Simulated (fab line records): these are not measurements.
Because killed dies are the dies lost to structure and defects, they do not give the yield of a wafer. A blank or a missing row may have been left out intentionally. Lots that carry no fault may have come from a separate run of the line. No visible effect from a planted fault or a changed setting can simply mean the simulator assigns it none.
Matching of chambers + flow n5 finfet + N5_BEOL_M13_ETCH_67 on rie diel-03 has 4 sister chambers
The step etches SiARC in CF4, target depth 143 nm, time 238.3 s. 18 wafers are shown with their chamber, then 9 later ones without.

== EACH WAFER AND ITS CHAMBER ==
| wafer  | chamber | showerhead plenum p Torr (Torr) | etch rf on time s (s) | throttle valve pct (%) |
|--------|---------|---------------------------------|-----------------------|------------------------|
| L076.2 | 1       | 2.17                            | 243                   | 15.34                  |
| L076.5 | 3       | 2.19                            | 235                   | 15.87                  |
| L076.6 | 2       | 2.11                            | 232                   | 15.46                  |
| L081.3 | 0       | 2.17                            | 237                   | 15.14                  |
| L081.4 | 1       | 2.17                            | 243                   | 15.38                  |
| L081.6 | 0       | 2.17                            | 236                   | 15.13                  |
| L087.3 | 2       | 2.11                            | 229                   | 15.52                  |
| L087.4 | 0       | 2.17                            | 234                   | 15.15                  |
| L087.5 | 2       | 2.11                            | 232                   | 15.50                  |
| L086.1 | 0       | 2.17                            | 238                   | 15.15                  |
| L086.3 | 3       | 2.19                            | 235                   | 15.44                  |
| L086.4 | 1       | 2.16                            | 247                   | 15.39                  |
| L089.2 | 0       | 2.17                            | 241                   | 15.19                  |
| L089.4 | 1       | 2.16                            | 247                   | 15.41                  |
| L089.5 | 1       | 2.16                            | 246                   | 15.41                  |
| L093.2 | 2       | 2.10                            | 232                   | 15.52                  |
| L093.4 | 0       | 2.17                            | 240                   | 15.17                  |
| L093.6 | 3       | 2.19                            | 234                   | 15.45                  |

SIGNATURES (means of the wafers above)
| reading                  | chamber 0 | chamber 1 | chamber 2 | chamber 3 | scatter within a chamber |
|--------------------------|-----------|-----------|-----------|-----------|--------------------------|
| showerhead plenum p Torr | 2.1700    | 2.1640    | 2.1075    | 2.1900    | 0.00373                  |
| etch rf on time s        | 237.67    | 245.20    | 231.25    | 234.67    | 2.03                     |
| throttle valve pct       | 15.1550   | 15.3860   | 15.5000   | 15.5867   | 0.0958                   |
Rule: a wafer's distance from a chamber is the root of the sum, over the readings, of the square of ((its reading less the chamber's mean) divided by the reading's scatter). If the next closest chamber is less than 2 further off than the closest, the wafer can't be placed; otherwise it belongs to the closest. The scatter is the square root of a quotient: the sum, over the shown wafers, of each reading's squared deviation from its chamber's mean, divided by wafers minus chambers.

== WAFERS WITHOUT THEIR CHAMBER ==
| wafer  | showerhead plenum p Torr (Torr) | etch rf on time s (s) | throttle valve pct (%) |
|--------|---------------------------------|-----------------------|------------------------|
| L090.1 | 2.19                            | 236                   | 15.45                  |
| L090.3 | 2.16                            | 249                   | 15.40                  |
| L090.5 | 2.16                            | 247                   | 15.40                  |
| L095.1 | 2.16                            | 245                   | 15.40                  |
| L095.3 | 2.16                            | 239                   | 15.19                  |
| L095.6 | 2.16                            | 245                   | 15.41                  |
| L094.3 | 2.16                            | 239                   | 15.19                  |
| L094.5 | 2.16                            | 239                   | 15.20                  |
| L094.6 | 2.18                            | 236                   | 15.47                  |

== EACH ONE'S CHAMBER ==
| wafer  | from the rows above     | in truth |
|--------|-------------------------|----------|
| L090.1 | 3                       | 3        |
| L090.3 | 1                       | 1        |
| L090.5 | 1                       | 1        |
| L095.1 | 1                       | 1        |
| L095.3 | can't be placed: 0 or 1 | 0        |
| L095.6 | 1                       | 1        |
| L094.3 | can't be placed: 0 or 1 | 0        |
| L094.5 | can't be placed: 0 or 1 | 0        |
| L094.6 | can't be placed: 3 or 0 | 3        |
Placed correctly: 5 of 9. These rows do not allow placing 4 (true chamber among the candidates in 4). Placed wrongly: 0.
